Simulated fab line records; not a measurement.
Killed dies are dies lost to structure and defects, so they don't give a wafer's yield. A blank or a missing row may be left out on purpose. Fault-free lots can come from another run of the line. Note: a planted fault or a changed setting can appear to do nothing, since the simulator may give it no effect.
Matching of chambers :: flow n5 finfet :: N5_BEOL_M1_CMP_52 on cmp-03 has 4 sister chambers
The step polishes, stops on SiOC, t overpolish 6.8 s, target thk 40 nm. 8 wafers are shown with their chamber, then 7 later ones without.

== EACH WAFER AND ITS CHAMBER ==
wafer: L084.1
chamber: 2
motor current A (A): 6.6
barrier field endpoint s (s): 25.1

wafer: L086.2
chamber: 2
motor current A (A): 6.3
barrier field endpoint s (s): 25.1

wafer: L086.4
chamber: 0
motor current A (A): 5.4
barrier field endpoint s (s): 25.0

wafer: L088.2
chamber: 3
motor current A (A): 5.4
barrier field endpoint s (s): 25.2

wafer: L088.3
chamber: 1
motor current A (A): 6.2
barrier field endpoint s (s): 24.5

wafer: L089.1
chamber: 1
motor current A (A): 6.1
barrier field endpoint s (s): 23.8

wafer: L089.3
chamber: 0
motor current A (A): 5.7
barrier field endpoint s (s): 24.0

wafer: L089.4
chamber: 3
motor current A (A): 5.6
barrier field endpoint s (s): 25.4

== WAFERS MISSING THEIR CHAMBER ==
wafer: L091.1
motor current A (A): 5.5
barrier field endpoint s (s): 25.2

wafer: L091.2
motor current A (A): 6.2
barrier field endpoint s (s): 25.2

wafer: L091.4
motor current A (A): 6.3
barrier field endpoint s (s): 24.1

wafer: L095.1
motor current A (A): 6.2
barrier field endpoint s (s): 24.7

wafer: L095.3
motor current A (A): 5.5
barrier field endpoint s (s): 25.0

wafer: L097.1
motor current A (A): 5.4
barrier field endpoint s (s): 25.1

wafer: L097.3
motor current A (A): 6.1
barrier field endpoint s (s): 24.7

== CHAMBER TAKEN BY EACH ==
wafer: L091.1
from the rows above: can't be placed: 3 or 0
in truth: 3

wafer: L091.2
from the rows above: can't be placed: 2 or 1
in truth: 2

wafer: L091.4
from the rows above: can't be placed: 1 or 2
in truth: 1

wafer: L095.1
from the rows above: can't be placed: 1 or 2
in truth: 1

wafer: L095.3
from the rows above: can't be placed: 3 or 0
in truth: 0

wafer: L097.1
from the rows above: can't be placed: 3 or 0
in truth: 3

wafer: L097.3
from the rows above: can't be placed: 1 or 2 or 0
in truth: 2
0 of 7 placed correctly. Can't be placed from these rows: 7 (the true chamber is among the candidates in 7). Placed wrongly: 0.
How it was worked out, from the rows above alone: a wafer's distance from a chamber is the root of the sum, over the readings, of the square of ((its reading less the chamber's mean) divided by the reading's scatter). The wafer belongs to the nearest chamber; if the next one is less than 2 further off, it can't be placed. For every chamber, the mean is computed from those of its wafers that are shown. The scatter: take each reading less its chamber's mean, square it, sum over the shown wafers, divide by the number of wafers less the number of chambers, and take the root.
